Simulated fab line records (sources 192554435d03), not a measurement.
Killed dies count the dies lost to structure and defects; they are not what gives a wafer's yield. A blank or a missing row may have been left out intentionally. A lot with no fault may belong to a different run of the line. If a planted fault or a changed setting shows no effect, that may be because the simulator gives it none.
What tool caused it? :: flow n5-finfet :: Sampling: 11 lots, 33 wafers, 3 of 1938 route steps

## WHAT THE GAUGES READ, wafer by wafer
N5_BEOL_M9_CD_MEAS_35: target cd 70 nm, target cd y 40 nm.
lot: L077
measured: day 11 12:58
on: cd-sem-01
cd-nm (nm): 69.2 71.0 70.1

lot: L076
measured: day 12 04:43
on: cd-sem-02
cd-nm (nm): 68.7 68.6 68.5

lot: L080
measured: day 12 12:25
on: cd-sem-02
cd-nm (nm): 70.0 69.5 69.8

lot: L082
measured: day 13 07:55
on: cd-sem-02
cd-nm (nm): 70.6 70.7 70.3

lot: L086
measured: day 13 18:25
on: cd-sem-03
cd-nm (nm): 70.0 69.8 69.9

lot: L087
measured: day 14 06:59
on: cd-sem-03
cd-nm (nm): 69.3 69.3 68.8

lot: L089
measured: day 14 16:09
on: cd-sem-01
cd-nm (nm): 69.6 69.4 69.3

lot: L091
measured: day 15 10:57
on: cd-sem-02
cd-nm (nm): 69.3 70.1 69.4

lot: L093
measured: day 15 16:42
on: cd-sem-03
cd-nm (nm): 70.8 70.3 69.6

lot: L095
measured: day 16 08:20
on: cd-sem-03
cd-nm (nm): 69.6 70.6 70.5

lot: L097
measured: day 17 03:46
on: cd-sem-03
cd-nm (nm): 70.4 69.9 70.2

## WHAT TOOL EACH LOT RAN ON (gives the tool, then ch and the chambers of the sampled wafers, and finally the start)
lot: L077
N5_BEOL_M9_ETCH_61: rie-diel-01 ch 1,3, day 11 10:43
N5_BEOL_M9_ETCH_66: rie-diel-06 ch 0,1,2, day 11 12:25

lot: L076
N5_BEOL_M9_ETCH_61: rie-diel-04 ch 0,1,2, day 12 02:38
N5_BEOL_M9_ETCH_66: rie-diel-01 ch 0,1,2, day 12 04:11

lot: L080
N5_BEOL_M9_ETCH_61: rie-diel-01 ch 0,3, day 12 10:40
N5_BEOL_M9_ETCH_66: rie-diel-01 ch 2,3, day 12 11:47

lot: L082
N5_BEOL_M9_ETCH_61: rie-diel-04 ch 0,1,2, day 13 05:21
N5_BEOL_M9_ETCH_66: rie-diel-01 ch 0,1,3, day 13 07:23

lot: L086
N5_BEOL_M9_ETCH_61: rie-diel-06 ch 0,1,2, day 13 14:33
N5_BEOL_M9_ETCH_66: rie-diel-04 ch 0,2,3, day 13 17:53

lot: L087
N5_BEOL_M9_ETCH_61: rie-diel-04 ch 0,2,3, day 14 05:08
N5_BEOL_M9_ETCH_66: rie-diel-01 ch 0,1,2, day 14 06:27

lot: L089
N5_BEOL_M9_ETCH_61: rie-diel-01 ch 1,2,3, day 14 12:05
N5_BEOL_M9_ETCH_66: rie-diel-06 ch 1,2,3, day 14 15:37

lot: L091
N5_BEOL_M9_ETCH_61: rie-diel-04 ch 0,1,2, day 15 09:02
N5_BEOL_M9_ETCH_66: rie-diel-06 ch 0,2, day 15 10:25

lot: L093
N5_BEOL_M9_ETCH_61: rie-diel-06 ch 0,2, day 15 15:15
N5_BEOL_M9_ETCH_66: rie-diel-06 ch 1,2, day 15 16:10

lot: L095
N5_BEOL_M9_ETCH_61: rie-diel-06 ch 0,3, day 16 03:33
N5_BEOL_M9_ETCH_66: rie-diel-04 ch 0,1,2, day 16 07:48

lot: L097
N5_BEOL_M9_ETCH_61: rie-diel-01 ch 0,1,2, day 17 02:17
N5_BEOL_M9_ETCH_66: rie-diel-04 ch 1,2,3, day 17 03:13
- N5_BEOL_M9_ETCH_61: etches SiARC in CF4, target depth 39 nm, time 65 s.
- N5_BEOL_M9_ETCH_66: etches SOC in N2/H2, target depth 80 nm, overetch 16 nm, time 120 s.

## THE ANSWER, worked out from the rows above alone
Rule: usual is defined by the lots themselves. Put in order of their means at a reading, lots are off if they are a third of the lots or fewer, leave a main group of 4 or more, and stand apart from it by a gap of 3 or more times the standard deviation of the main group's means; of several such gaps the widest counts. A main group whose means are all the same, to the digits that the tables above print for the reading, isn't used. A lot without any number at a reading at which 4 lots or more have one is off too. Where the step has rows for the other lots, those lots are counted as sound.
No lot is off at any reading shown: from this, nothing can be told.

## WHAT THE SIMULATOR HAD INSERTED
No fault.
